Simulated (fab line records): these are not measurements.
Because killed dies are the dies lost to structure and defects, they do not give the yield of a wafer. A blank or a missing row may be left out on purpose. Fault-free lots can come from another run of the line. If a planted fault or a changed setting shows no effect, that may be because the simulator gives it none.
fab line records	flow nandHarc
record lots=12	wafers=36	lastDay=24
route steps=1159 shown A_STAIRCASE@628 END@1159
lots with no fault: from the same line, run without faults
startH: hours from the record's first day to the start of the lot's first wafer shown	waitH: hours from the lot's prior step to this one	" same as the row above	L1.1+2: a row that stands for several wafers	- no value, or no start given	* or withheld: withheld	< > ~ a bound
route shown NAME@n: NAME is a module with steps in the file, n the number in the route of the first one	usual: mean/standard deviation taken from wafers without a fault	same: alike in all rows	chamber/n: place in a boat	sites: readings site by site	_std_site: their standard deviation	_edge_site: outer sites' mean less inner sites'	radiusMm: how far each site lies from the wafer's centre	mask NAME#n: copy n	behind: the most recent tool/chamber to have shaped the wafer	hold: what put the lot on hold/how long, in hours/how the hold closed	device: which transistor (n, p or np) failed to switch	end of line: at the end of the route, the tests of the same wafers	a step given without rows: its recipe and nothing more	killed: at the first sort, the dies lost to defects and structure; wafer yield is something else	map: a wafer's dies, x killed, . not, _ none there
set.NAME: the setting the step ran with; set.NAME@STEP: the setting that earlier step ran with	model.NAME: the simulator's own value behind a step, which no gauge read
a sample of lots followed through the steps of the route, with each step as a table and each wafer as a row
services: when a tool's chamber went out of use (startH, in hours from the record's first day, below 0 if earlier), for how many hours, and the reason
## steps
# step NHARC_A_STAIRCASE_ETCH_234
# recipe targetDepthA=1000	timeS=40.5	ionEnergyEv=400	c4f8FlowSccm=20	o2FlowSccm=10	arFlowSccm=withheld	rfW=600	biasW=1000	chemistry=C4F8/O2
# usual oesProductAu=0.938/0.015	rfVppV=896/7
lot.wafer	tool	chamber	startH	waitH	oesProductAu	rfHoursCounterH	rfVppV
L839.2	rieDiel-11	0	-	-	0.964	15	907
L839.1	"	1	"	"	0.942	16	889
L839.3	"	2	"	"	0.965	16	888
L842.4	rieDiel-02	0	-	-	0.931	39	905
L842.3	"	2	"	"	0.935	40	898
L842.6	"	1	"	"	0.942	-	901
L843.2	rieDiel-03	3	-	-	0.941	16	887
L843.3	"	0	"	"	0.947	15	905
L843.6	"	2	"	"	0.947	-	906
L844.2	rieDiel-02	2	-	-	0.915	45	899
L844.4	"	0	"	"	0.933	44	905
L844.6	"	1	"	"	0.932	-	901
L849.3	rieDiel-11	0	-	-	0.948	35	906
L849.1	"	2	"	"	0.953	36	886
L849.6	"	0	"	"	0.937	-	906
L857.1	rieDiel-02	3	-	-	0.937	2	891
L857.2	"	0	"	"	0.943	2	904
L857.3	"	1	"	"	0.952	2	902
L855.2	rieDiel-11	1	-	-	0.908	54	888
L855.1	"	3	"	"	0.920	51	890
L855.5	"	1	"	"	0.908	-	888
L858.2	rieDiel-11	0	-	-	0.942	50	905
L858.6	"	1	"	"	0.934	-	887
L858.5	"	2	"	"	0.942	-	890
L859.4	rieDiel-02	0	-	-	0.952	6	903
L859.5	"	3	"	"	0.958	-	893
L859.6	"	0	"	"	0.955	-	904
L861.4	rieDiel-02	0	-	-	0.942	14	905
L861.6	"	2	"	"	0.944	-	898
L861.5	"	3	"	"	0.929	-	892
L860.1	rieDiel-03	0	-	-	0.925	58	904
L860.2	"	3	"	"	0.924	60	887
L860.5	"	0	"	"	0.933	-	904
L862.4	rieDiel-03	1	-	-	0.938	48	891
L862.1	"	3	"	"	0.959	62	887
L862.6	"	2	"	"	0.946	-	904
# step NHARC_A_STAIRCASE_ETCH_292
# recipe cf4FlowSccm=100	chf3FlowSccm=30	arFlowSccm=0	rfW=500	biasW=200	chemistry=CF4/CHF3
# usual drypumpMotorCurrentA=5.8/0.62	oesProductAu=0.947/0.023	rfVppV=371.0/2.9	showerheadPlenumPTorr=1.59/0.085	throttleValvePct=16.801/0.0091
lot.wafer	tool	chamber	startH	waitH	drypumpMotorCurrentA	oesProductAu	rfHoursCounterH	rfVppV	showerheadPlenumPTorr	throttleValvePct
L839.2	rieDiel-03	2	247.97	0.1	5.5	0.953	10	373.1	1.68	16.808
L839.1	"	3	"	"	5.6	0.964	10	367.0	1.48	16.806
L839.3	"	1	"	"	5.2	0.963	9	369.2	1.54	16.797
L842.3	rieDiel-02	3	264.68	0.1	5.5	0.986	42	368.3	1.52	16.799
L842.4	"	2	"	"	6.7	0.952	43	372.5	1.60	16.801
L842.6	"	3	"	"	5.5	0.995	-	370.1	1.52	16.797
L843.2	rieDiel-02	0	276.25	0.1	4.9	0.956	44	374.5	1.69	16.818
L843.3	"	2	"	"	6.8	0.949	45	372.1	1.60	16.790
L843.6	"	0	"	"	4.9	0.957	-	374.4	1.69	16.780
L844.2	rieDiel-11	0	276.55	0.1	6.8	0.915	26	374.6	1.69	16.802
L844.4	"	1	"	"	5.5	0.906	27	367.5	1.48	16.797
L844.6	"	0	"	"	6.8	0.914	-	375.5	1.69	16.812
L849.3	rieDiel-03	0	305.21	0.1	5.7	0.930	30	373.3	1.68	16.808
L849.1	"	2	"	"	5.5	0.935	31	374.3	1.68	16.791
L849.6	"	0	"	"	5.7	0.946	-	373.6	1.68	16.793
L857.3	rieDiel-03	1	347.89	0.1	5.2	0.928	37	369.5	1.53	16.800
L857.1	"	2	"	"	5.5	0.949	37	373.3	1.67	16.798
L857.2	"	3	"	"	5.5	0.929	49	365.4	1.47	16.805
L855.1	rieDiel-03	0	348.19	0.2	5.7	0.937	47	373.2	1.67	16.805
L855.2	"	2	"	"	5.5	0.943	37	372.9	1.68	16.804
L855.5	"	0	"	"	5.7	0.942	-	373.5	1.67	16.809
L858.2	rieDiel-11	2	362.19	0.2	6.1	0.930	56	367.4	1.47	16.809
L858.5	"	0	"	"	6.8	0.925	-	372.6	1.69	16.801
L858.6	"	2	"	"	6.1	0.932	-	366.0	1.47	16.816
L859.4	rieDiel-02	2	363.49	0.2	6.8	0.936	9	371.5	1.60	16.804
L859.6	"	3	"	"	5.5	0.928	-	369.1	1.52	16.807
L859.5	"	0	"	"	4.9	0.920	-	374.6	1.68	16.797
L861.4	rieDiel-02	3	380.54	0.1	5.5	0.966	16	368.8	1.52	16.811
L861.6	"	0	"	"	4.9	0.957	-	373.4	1.68	16.789
L861.5	"	1	"	"	6.6	0.955	-	372.2	1.63	16.792
L860.1	rieDiel-03	0	382.50	0.3	5.7	0.933	62	374.2	1.67	16.813
L860.2	"	1	"	"	5.2	0.946	49	369.6	1.53	16.789
L860.5	"	2	"	"	5.5	0.939	-	372.9	1.67	16.788
L862.4	rieDiel-02	1	386.00	0.1	6.6	0.974	17	373.6	1.63	16.807
L862.1	"	3	"	"	5.5	0.972	17	368.8	1.51	16.791
L862.6	"	0	"	"	4.9	0.965	-	373.8	1.68	16.804
# step NHARC_A_STAIRCASE_DEP_301
# recipe targetThkA=300	targetThkNm=30	tempC=400	pressureTorr=3.5	flowSccm=200	rfW=350	material=SiON
# usual heaterPowerW=708/69	rfFwdPowerW=348.4/1.3	showerheadVppV=1129/40
lot.wafer	tool	chamber	startH	waitH	heaterPowerW	rfFwdPowerW	showerheadVppV
L839.2	pecvd-03	1	252.46	1.3	669	348.3	1110
L839.3	"	2	"	"	795	348.1	1182
L839.1	"	0	"	"	763	346.0	1070
L842.3	pecvd-04	0	268.95	1.2	692	350.3	1119
L842.6	"	1	"	"	630	347.5	1107
L842.4	"	0	"	"	678	350.6	1120
L843.3	pecvd-04	1	280.92	0.9	609	346.7	1125
L843.2	"	2	"	"	644	349.7	1143
L843.6	"	2	"	"	689	347.7	1144
L844.2	pecvd-03	0	281.45	1.3	653	346.5	1089
L844.6	"	1	"	"	788	348.8	1100
L844.4	"	2	"	"	659	347.1	1153
L849.1	pecvd-04	1	316.65	1.6	750	347.6	1124
L849.3	"	0	"	"	654	207.6	866
L849.6	"	1	"	"	741	347.7	1103
L857.2	pecvd-02	1	352.50	1.2	742	349.2	1209
L857.1	"	2	"	"	541	349.3	1109
L857.3	"	0	"	"	671	346.6	1140
L855.1	pecvd-03	0	354.44	1.7	762	348.4	1071
L855.2	"	1	"	"	758	347.9	1095
L855.5	"	2	"	"	776	349.0	1192
L858.2	pecvd-03	2	367.79	1.3	723	348.8	1192
L858.5	"	0	"	"	689	346.7	1102
L858.6	"	2	"	"	734	348.2	1200
L859.6	pecvd-03	2	369.65	0.1	732	344.9	1182
L859.4	"	0	"	"	730	348.4	1084
L859.5	"	1	"	"	730	348.3	1116
L861.6	pecvd-02	1	386.77	0.8	788	348.7	1194
L861.4	"	2	"	"	581	349.2	1121
L861.5	"	0	"	"	790	348.1	1159
L860.2	pecvd-03	0	387.15	1.5	687	348.2	1095
L860.1	"	1	"	"	662	350.3	1101
L860.5	"	0	"	"	717	348.0	1062
L862.1	pecvd-03	2	390.28	1.6	642	348.4	1202
L862.6	"	1	"	"	803	351.2	1107
L862.4	"	0	"	"	735	347.0	1076
# step NHARC_A_STAIRCASE_HM_OPEN_463
# recipe o2FlowSccm=400	cosFlowSccm=20	arFlowSccm=0	rfW=500	biasW=300	chemistry=O2/COS
# usual cosFlowSccm=20.00/0.06	drypumpMotorCurrentA=5.7/0.58	oesProductAu=0.998/0.012	rfVppV=467/3.9	showerheadPlenumPTorr=3.12/0.18	throttleValvePct=28.331/0.0085
lot.wafer	tool	chamber	startH	waitH	cosFlowSccm	drypumpMotorCurrentA	oesProductAu	rfHoursCounterH	rfVppV	showerheadPlenumPTorr	throttleValvePct
L839.2	rieDiel-02	0	-	-	19.93	4.9	0.990	38	473	3.35	28.333
L839.1	"	1	"	"	20.04	6.6	0.998	37	468	3.25	28.348
L839.3	"	2	"	"	20.09	6.8	0.988	39	470	3.18	28.328
L842.3	rieDiel-11	1	-	-	20.02	5.5	0.979	26	463	2.94	28.306
L842.4	"	3	"	"	20.09	5.3	0.974	25	465	2.96	28.322
L842.6	"	2	"	"	20.03	6.1	1.009	-	462	2.93	28.328
L843.2	rieDiel-03	2	-	-	20.02	5.5	1.004	21	472	3.33	28.329
L843.3	"	3	"	"	19.99	5.5	0.990	20	463	2.93	28.328
L843.6	"	3	"	"	19.99	5.6	0.992	-	461	2.93	28.332
L844.4	rieDiel-03	1	-	-	19.95	5.2	0.995	20	465	3.04	28.340
L844.2	"	2	"	"	20.03	5.5	1.006	22	471	3.33	28.323
L844.6	"	0	"	"	19.94	5.7	1.013	-	471	3.33	28.334
L849.3	rieDiel-03	1	-	-	20.01	5.2	0.993	24	466	3.04	28.326
L849.1	"	0	"	"	20.07	5.7	1.013	34	473	3.32	28.335
L849.6	"	0	"	"	19.89	5.7	1.016	-	471	3.32	28.342
L857.2	rieDiel-11	3	-	-	19.96	5.3	0.974	55	465	2.95	28.333
L857.1	"	0	"	"	19.94	6.8	0.998	50	473	3.35	28.329
L857.3	"	1	"	"	19.99	5.5	0.990	58	463	2.92	28.321
L855.2	rieDiel-11	2	-	-	19.94	6.1	0.998	55	463	2.92	28.327
L855.1	"	3	"	"	20.09	5.4	0.979	56	463	2.95	28.342
L855.5	"	0	"	"	19.92	6.8	0.995	-	472	3.35	28.330
L858.2	rieDiel-02	3	-	-	19.95	5.5	1.002	12	465	3.01	28.331
L858.6	"	0	"	"	20.02	4.9	0.996	-	470	3.33	28.337
L858.5	"	1	"	"	20.06	6.6	1.008	-	469	3.24	28.321
L859.4	rieDiel-02	2	-	-	20.06	6.7	1.018	11	468	3.16	28.331
L859.6	"	3	"	"	20.07	5.5	1.004	-	464	3.01	28.332
L859.5	"	0	"	"	19.87	4.9	1.002	-	471	3.33	28.340
L861.4	rieDiel-03	2	-	-	19.94	5.5	1.006	51	472	3.32	28.329
L861.6	"	1	"	"	19.88	5.2	1.007	-	466	3.03	28.317
L861.5	"	2	"	"	19.87	5.5	1.010	-	472	3.32	28.326
L860.2	rieDiel-11	2	-	-	19.91	6.1	0.998	5	463	2.91	28.331
L860.1	"	0	"	"	19.93	6.9	0.986	5	471	3.34	28.326
L860.5	"	2	"	"	20.11	6.1	1.005	-	463	2.91	28.330
L862.4	rieDiel-02	1	-	-	20.05	6.6	0.995	19	467	3.23	28.323
L862.1	"	3	"	"	20.02	5.5	1.005	20	464	3.00	28.329
L862.6	"	1	"	"	19.99	6.6	0.998	-	469	3.23	28.326
# step NHARC_END_SORT_01
# recipe tempC=25
# usual killedAtArray=26/8.4	killedAtOther=0.7/0.97	killedAtPeriphery=3.2/2.2	killedDies=30/8.5	killedOpen=3.4/2	killedShort=2/1.3
# same grossDies=677
lot.wafer	tool	chamber	startH	waitH	killedAtArray	killedAtOther	killedAtPeriphery	killedDies	killedOpen	killedShort
L839.1	prober-02	0	433.65	2.5	20	1	3	24	3	2
L839.2	prober-02	0	434.43	2.8	21	0	1	22	2	1
L839.3	prober-02	0	435.22	3.1	12	1	2	15	2	2
L842.3	prober-02	0	459.02	3.1	38	2	8	48	5	3
L842.4	prober-02	0	459.83	3.4	23	2	7	32	1	2
L842.6	prober-02	0	461.45	4.1	37	1	3	41	3	3
L844.2	prober-02	0	471.88	2.8	25	0	6	31	4	6
L844.4	prober-02	0	473.50	3.4	20	0	4	24	1	0
L844.6	prober-02	0	475.11	4.0	16	0	8	24	3	0
L843.2	prober-01	0	471.92	2.8	20	1	2	23	1	3
L843.3	prober-01	0	472.72	3.1	8	0	3	11	1	1
L843.6	prober-01	0	475.15	4.0	16	0	5	21	5	1
L849.1	prober-01	0	497.68	2.5	23	1	2	26	1	1
L849.3	prober-01	0	499.26	3.1	15	0	7	22	3	2
L849.6	prober-01	0	501.63	4.0	14	0	5	19	3	1
L857.1	prober-01	0	528.83	2.5	22	0	2	24	3	0
L857.2	prober-01	0	529.64	2.8	19	0	4	23	3	1
L857.3	prober-01	0	530.44	3.1	31	0	4	35	2	6
L855.1	prober-02	0	536.42	2.5	43	1	3	47	1	2
L855.2	prober-02	0	537.21	2.8	33	2	3	38	3	0
L855.5	prober-02	0	539.60	3.7	40	0	1	41	3	3
L859.4	prober-02	0	546.55	3.4	32	0	5	37	1	5
L859.5	prober-02	0	547.34	3.6	33	0	4	37	8	3
L859.6	prober-02	0	548.12	3.9	32	0	5	37	5	2
L858.2	prober-01	0	549.98	2.8	41	0	1	42	6	1
L858.5	prober-01	0	552.39	3.7	27	1	2	30	3	1
L858.6	prober-01	0	553.19	4.0	36	1	1	38	4	1
L861.4	prober-02	0	565.95	3.4	42	1	2	45	4	1
L861.5	prober-02	0	566.76	3.7	43	0	2	45	2	5
L861.6	prober-02	0	567.57	4.0	33	1	2	36	2	1
L862.1	prober-01	0	569.47	2.5	42	0	1	43	5	2
L862.4	prober-01	0	571.89	3.4	34	0	2	36	3	4
L862.6	prober-01	0	573.51	4.0	30	0	4	34	3	2
L860.1	prober-02	0	575.87	2.5	22	0	0	22	3	2
L860.2	prober-02	0	576.67	2.8	34	1	1	36	1	1
L860.5	prober-02	0	579.08	3.7	20	1	1	22	3	4
# killed by level:class
L839.1 A_SLIT:chamberFilmFlake=8 A_CONTACT:chamberFilmFlake=7 P_STI:geometricParticle:short=1 P_CONTACT:geometricParticle:open=1 A_CHANNEL_HOLE_D1:geometricParticle:short=1 A_WL_FILL:geometricParticle:open=1 A_CONTACT:geometricParticle:open=1 P_M1:chamberFilmFlake=1
L839.2 A_SLIT:chamberFilmFlake=8 A_CHANNEL_HOLE_D1:chamberFilmFlake=5 A_CONTACT:chamberFilmFlake=5 P_CONTACT:geometricParticle:open=1 A_CHANNEL_HOLE_D1:geometricParticle:short=1 A_M1:geometricParticle:open=1 A_STAIRCASE:chamberFilmFlake=1
L839.3 A_CHANNEL_HOLE_D1:chamberFilmFlake=3 A_SLIT:chamberFilmFlake=3 A_CONTACT:chamberFilmFlake=3 P_STI:geometricParticle:open=1 P_M1:geometricParticle:open=1 A_CHANNEL_HOLE_D1:geometricParticle:short=1 A_CONTACT:geometricParticle:short=1 A_WL_FILL:chamberFilmFlake=1
L842.3 A_CHANNEL_HOLE_D1:chamberFilmFlake=13 A_ZERO_WELL:chamberFilmFlake=6 A_CONTACT:chamberFilmFlake=6 P_M1:chamberFilmFlake=5 A_STAIRCASE:chamberFilmFlake=3 A_M0:geometricParticle:open=2 A_SLIT:chamberFilmFlake=2 THIN_TSV:chamberFilmFlake=2
L842.4 P_M1:chamberFilmFlake=6 A_CHANNEL_HOLE_D1:chamberFilmFlake=6 A_CONTACT:chamberFilmFlake=5 A_WL_FILL:chamberFilmFlake=4 A_CHANNEL_FILL_D1:chamberFilmFlake=3 A_SLIT:chamberFilmFlake=2 THIN_TSV:chamberFilmFlake=2 A_ONON_D1:geometricParticle:open=1
L842.6 A_CHANNEL_HOLE_D1:chamberFilmFlake=16 A_CONTACT:chamberFilmFlake=5 A_CHANNEL_FILL_D1:chamberFilmFlake=4 P_M1:chamberFilmFlake=3 A_ZERO_WELL:chamberFilmFlake=3 A_WL_FILL:geometricParticle:short=2 A_WL_FILL:chamberFilmFlake=2 A_ONON_D1:geometricParticle:open=1
L844.2 A_CHANNEL_HOLE_D1:chamberFilmFlake=10 P_STI:chamberFilmFlake=4 A_BLC:geometricParticle:short=3 A_CONTACT:geometricParticle:short=2 A_STAIRCASE:chamberFilmFlake=2 P_CONTACT:geometricParticle:open=1 A_SGD_CUT:geometricParticle:short=1 A_WL_FILL:geometricParticle:open=1
L843.2 A_SLIT:chamberFilmFlake=6 A_CONTACT:chamberFilmFlake=4 A_BLC:chamberFilmFlake=4 A_CHANNEL_HOLE_D1:chamberFilmFlake=2 P_M0:geometricParticle:short=1 A_ONON_D1:geometricParticle:short=1 A_ONON_D1:geometricParticle:open=1 A_WL_FILL:geometricParticle:short=1
L843.3 A_CHANNEL_HOLE_D1:chamberFilmFlake=3 A_BLC:chamberFilmFlake=3 A_SLIT:chamberFilmFlake=2 P_CONTACT:geometricParticle:open=1 P_M0:geometricParticle:short=1 P_BONDPAD:chamberFilmFlake=1
L844.4 A_CHANNEL_HOLE_D1:chamberFilmFlake=17 P_CONTACT:geometricParticle:open=1 P_ZERO_WELL:chamberFilmFlake=1 P_STI:chamberFilmFlake=1 P_M1:chamberFilmFlake=1 A_STAIRCASE:chamberFilmFlake=1 A_WL_FILL:chamberFilmFlake=1 A_CONTACT:chamberFilmFlake=1
L844.6 A_CHANNEL_HOLE_D1:chamberFilmFlake=13 P_ZERO_WELL:chamberFilmFlake=3 P_M0:geometricParticle:open=2 P_STI:chamberFilmFlake=2 A_STAIRCASE:chamberFilmFlake=2 P_CONTACT:geometricParticle:open=1 A_CHANNEL_FILL_D1:chamberFilmFlake=1
L843.6 A_SLIT:chamberFilmFlake=8 P_GATE:geometricParticle:open=2 A_CONTACT:geometricParticle:open=2 P_BONDPAD:chamberFilmFlake=2 A_CONTACT:chamberFilmFlake=2 A_BLC:chamberFilmFlake=2 P_CONTACT:geometricParticle:short=1 A_ONON_D1:geometricParticle:open=1
L849.1 A_SLIT:chamberFilmFlake=17 A_CHANNEL_HOLE_D1:chamberFilmFlake=3 P_ZERO_WELL:chamberFilmFlake=1 A_BLC:geometricParticle:open=1 P_GATE:chamberFilmFlake=1 STARTING-WAFER:geometricParticle:short=1 A_STAIRCASE:chamberFilmFlake=1 A_WL_FILL:chamberFilmFlake=1
L849.3 P_GATE:chamberFilmFlake=4 A_CHANNEL_HOLE_D1:chamberFilmFlake=4 A_SLIT:chamberFilmFlake=4 P_M0:geometricParticle:open=2 A_CONTACT:chamberFilmFlake=2 A_ONON_D1:geometricParticle:open=1 A_CONTACT:geometricParticle:short=1 A_M0:geometricParticle:short=1
L849.6 A_SLIT:chamberFilmFlake=5 P_GATE:chamberFilmFlake=2 A_CHANNEL_HOLE_D1:chamberFilmFlake=2 P_M0:geometricParticle:open=1 A_SGD_CUT:geometricParticle:short=1 A_WL_FILL:geometricParticle:open=1 A_BLC:geometricParticle:open=1 P_STI:chamberFilmFlake=1
L857.1 A_CHANNEL_HOLE_D1:chamberFilmFlake=17 P_CONTACT:chamberFilmFlake=2 A_STAIRCASE:chamberFilmFlake=2 A_SOURCE_PLATE:geometricParticle:open=1 A_ONON_D1:geometricParticle:open=1 A_CONTACT:geometricParticle:open=1
L857.2 A_CHANNEL_HOLE_D1:chamberFilmFlake=13 A_CONTACT:geometricParticle:open=2 P_STI:chamberFilmFlake=2 P_M0:geometricParticle:open=1 A_CONTACT:geometricParticle:short=1 P_CONTACT:chamberFilmFlake=1 A_CHANNEL_FILL_D1:chamberFilmFlake=1 A_STAIRCASE:chamberFilmFlake=1
L857.3 A_CHANNEL_HOLE_D1:chamberFilmFlake=17 A_STAIRCASE:chamberFilmFlake=3 A_CHANNEL_FILL_D1:geometricParticle:short=2 A_CONTACT:geometricParticle:open=2 P_ZERO_WELL:chamberFilmFlake=2 A_CHANNEL_FILL_D1:chamberFilmFlake=2 A_CONTACT:chamberFilmFlake=2 P_CONTACT:geometricParticle:short=1
L855.1 A_SLIT:chamberFilmFlake=19 A_STAIRCASE:chamberFilmFlake=11 A_CHANNEL_HOLE_D1:chamberFilmFlake=5 A_CHANNEL_FILL_D1:geometricParticle:short=2 A_CONTACT:chamberFilmFlake=2 P_GATE:geometricParticle:open=1 P_ZERO_WELL:chamberFilmFlake=1 P_GATE:chamberFilmFlake=1
L855.2 A_STAIRCASE:chamberFilmFlake=11 A_SLIT:chamberFilmFlake=11 A_CHANNEL_HOLE_D1:chamberFilmFlake=7 A_CHANNEL_HOLE_D1:geometricParticle:open=1 A_BLC:geometricParticle:open=1 A_M0:geometricParticle:open=1 P_ZERO_WELL:chamberFilmFlake=1 P_STI:chamberFilmFlake=1
L855.5 A_SLIT:chamberFilmFlake=20 A_STAIRCASE:chamberFilmFlake=7 A_CHANNEL_HOLE_D1:chamberFilmFlake=4 A_CONTACT:chamberFilmFlake=2 P_STI:geometricParticle:short=1 A_ONON_D1:geometricParticle:short=1 A_CHANNEL_FILL_D1:geometricParticle:open=1 A_SGD_CUT:geometricParticle:open=1
L859.4 A_CHANNEL_HOLE_D1:chamberFilmFlake=22 P_M2:chamberFilmFlake=4 A_CONTACT:chamberFilmFlake=4 A_CONTACT:geometricParticle:short=2 P_M0:geometricParticle:short=1 A_ONON_D1:geometricParticle:short=1 A_CHANNEL_HOLE_D1:geometricParticle:short=1 A_M0:geometricParticle:open=1
L859.5 A_CHANNEL_HOLE_D1:chamberFilmFlake=15 A_CONTACT:chamberFilmFlake=6 A_CHANNEL_FILL_D1:geometricParticle:open=2 A_BLC:geometricParticle:open=2 P_M2:chamberFilmFlake=2 P_GATE:geometricParticle:open=1 A_ONON_D1:geometricParticle:short=1 A_CHANNEL_HOLE_D1:geometricParticle:open=1
L859.6 A_CHANNEL_HOLE_D1:chamberFilmFlake=20 A_CONTACT:chamberFilmFlake=5 P_M0:geometricParticle:open=2 A_ZERO_WELL:chamberFilmFlake=2 A_M0:chamberFilmFlake=2 P_GATE:geometricParticle:short=1 P_GATE:geometricParticle:open=1 P_M1:geometricParticle:open=1
L858.2 A_SLIT:chamberFilmFlake=15 A_CHANNEL_HOLE_D1:chamberFilmFlake=10 A_CONTACT:chamberFilmFlake=7 A_CONTACT:geometricParticle:open=3 A_M0:chamberFilmFlake=2 P_M2:geometricParticle:open=1 A_SOURCE_PLATE:geometricParticle:open=1 A_WL_FILL:geometricParticle:short=1
L858.5 A_SLIT:chamberFilmFlake=8 A_CHANNEL_HOLE_D1:chamberFilmFlake=6 A_CONTACT:chamberFilmFlake=4 A_M0:chamberFilmFlake=4 P_GATE:chamberFilmFlake=2 A_WL_FILL:geometricParticle:short=1 A_WL_FILL:geometricParticle:open=1 A_CONTACT:geometricParticle:open=1
L858.6 A_SLIT:chamberFilmFlake=14 A_CHANNEL_HOLE_D1:chamberFilmFlake=11 A_CONTACT:chamberFilmFlake=3 A_CONTACT:geometricParticle:open=2 A_M0:chamberFilmFlake=2 A_CHANNEL_HOLE_D1:geometricParticle:open=1 A_WL_FILL:geometricParticle:short=1 STARTING-WAFER:geometricParticle:open=1
L861.4 A_CHANNEL_HOLE_D1:chamberFilmFlake=26 A_CONTACT:chamberFilmFlake=8 A_STAIRCASE:chamberFilmFlake=2 P_M0:geometricParticle:open=1 A_SOURCE_PLATE:geometricParticle:open=1 A_CHANNEL_FILL_D1:geometricParticle:open=1 A_CHANNEL_FILL_D1:geometricParticle:short=1 STARTING-WAFER:geometricParticle:open=1
L861.5 A_CHANNEL_HOLE_D1:chamberFilmFlake=22 A_CONTACT:chamberFilmFlake=12 A_STAIRCASE:chamberFilmFlake=3 P_STI:geometricParticle:open=1 P_STI:geometricParticle:short=1 A_SGD_CUT:geometricParticle:short=1 A_WL_FILL:geometricParticle:short=1 A_CONTACT:geometricParticle:short=1
L861.6 A_CHANNEL_HOLE_D1:chamberFilmFlake=25 A_STAIRCASE:chamberFilmFlake=2 A_CONTACT:chamberFilmFlake=2 A_CHANNEL_FILL_D1:geometricParticle:short=1 P_M2:chamberFilmFlake=1 A_BLC:geometricParticle:open=1 A_M0:geometricParticle:open=1 P_ZERO_WELL:chamberFilmFlake=1
L862.1 A_SLIT:chamberFilmFlake=23 A_CHANNEL_HOLE_D1:chamberFilmFlake=4 A_ZERO_WELL:chamberFilmFlake=3 A_CONTACT:chamberFilmFlake=3 A_ONON_D1:geometricParticle:open=2 A_CHANNEL_FILL_D1:geometricParticle:short=2 A_WL_FILL:geometricParticle:open=1 A_CONTACT:geometricParticle:open=1
L862.4 A_CHANNEL_HOLE_D1:chamberFilmFlake=10 A_CONTACT:chamberFilmFlake=7 A_SLIT:chamberFilmFlake=6 A_M0:chamberFilmFlake=3 A_STAIRCASE:chamberFilmFlake=2 P_M0:geometricParticle:open=1 P_M2:geometricParticle:open=1 A_CHANNEL_FILL_D1:geometricParticle:open=1
L862.6 A_CHANNEL_HOLE_D1:chamberFilmFlake=13 A_SLIT:chamberFilmFlake=7 A_CONTACT:chamberFilmFlake=3 P_ZERO_WELL:chamberFilmFlake=2 A_ZERO_WELL:chamberFilmFlake=2 P_CONTACT:geometricParticle:open=1 P_M1:geometricParticle:open=1 A_ONON_D1:geometricParticle:short=1
L860.1 A_SLIT:chamberFilmFlake=8 A_CHANNEL_HOLE_D1:chamberFilmFlake=5 A_SGD_CUT:chamberFilmFlake=2 A_SOURCE_PLATE:geometricParticle:open=1 A_CHANNEL_HOLE_D1:geometricParticle:open=1 A_CHANNEL_FILL_D1:geometricParticle:short=1 A_SGD_CUT:geometricParticle:short=1 A_CONTACT:geometricParticle:open=1
L860.2 A_SLIT:chamberFilmFlake=23 A_CHANNEL_HOLE_D1:chamberFilmFlake=5 A_SGD_CUT:chamberFilmFlake=2 A_WL_FILL:geometricParticle:open=1 STARTING-WAFER:geometricParticle:short=1 P_ZERO_WELL:chamberFilmFlake=1 A_CHANNEL_FILL_D1:chamberFilmFlake=1 A_WL_FILL:chamberFilmFlake=1
L860.5 A_SGD_CUT:chamberFilmFlake=4 A_CHANNEL_HOLE_D1:chamberFilmFlake=3 A_SLIT:chamberFilmFlake=3 A_CHANNEL_FILL_D1:geometricParticle:open=1 A_STAIRCASE:geometricParticle:short=1 A_SGD_CUT:geometricParticle:short=1 A_WL_FILL:geometricParticle:open=1 A_CONTACT:geometricParticle:open=1
## services
tool	chamber	startH	hours	kind
rieDiel-02	0	233.35	-	clean
rieDiel-02	1	233.35	-	clean
rieDiel-02	2	233.35	-	clean
rieDiel-02	3	233.35	-	clean
rieDiel-02	3	238.15	6.9	repair
pecvd-04	-	239.60	1.4	repair
rieDiel-02	0	257.85	-	clean
rieDiel-02	1	257.85	-	clean
rieDiel-02	2	257.85	-	clean
rieDiel-02	3	257.85	-	clean
pecvd-02	1	264.00	11.9	repair
pecvd-02	2	266.49	17.9	repair
rieDiel-02	0	282.35	-	clean
pecvd-03	-	292.35	13.0	pm
rieDiel-11	0	306.26	16.5	repair
rieDiel-11	1	308.35	5.1	repair
rieDiel-03	2	312.97	20.5	repair
rieDiel-02	-	327.80	9.0	pm
rieDiel-11	2	329.28	7.2	repair
pecvd-03	-	334.11	1.5	repair
pecvd-02	-	334.12	13.0	pm
pecvd-04	0	338.98	8.1	repair
rieDiel-11	-	368.22	9.0	pm
pecvd-04	-	376.19	13.0	pm
## key
firstSign step=NHARC_A_STAIRCASE_DEP_301	reading=rfFwdPowerW	direction=down	sigmas=99+	usual=*	struck=*
effect step=NHARC_A_STAIRCASE_DEP_301	reading=showerheadVppV	direction=down	sigmas=6.6	usual=1129	struck=866
metAt NHARC_A_STAIRCASE_DEP_301
struckLots L849
struckWafers L849.3
testerLeftOut L849
notActingAt NHARC_A_STAIRCASE_ETCH_234,NHARC_A_STAIRCASE_ETCH_292,NHARC_A_STAIRCASE_HM_OPEN_463
onsetBetween 268.95 316.65
fault kind=processParameterDrift	tool=pecvd-04	chamber=0	onsetH=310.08	steps=NHARC_A_STAIRCASE_DEP_301	channel=rfW	offset=*	shape=step	endH=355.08	actsIn=*	stated=*
# testerLeftOut: of these lots the tester's yield and bins aren't shown, on N5 and GAA mostly nor the transistor test; their killed dies are dies lost to structure and defects alone, not to doping, threshold or leakage, so they don't give the yield
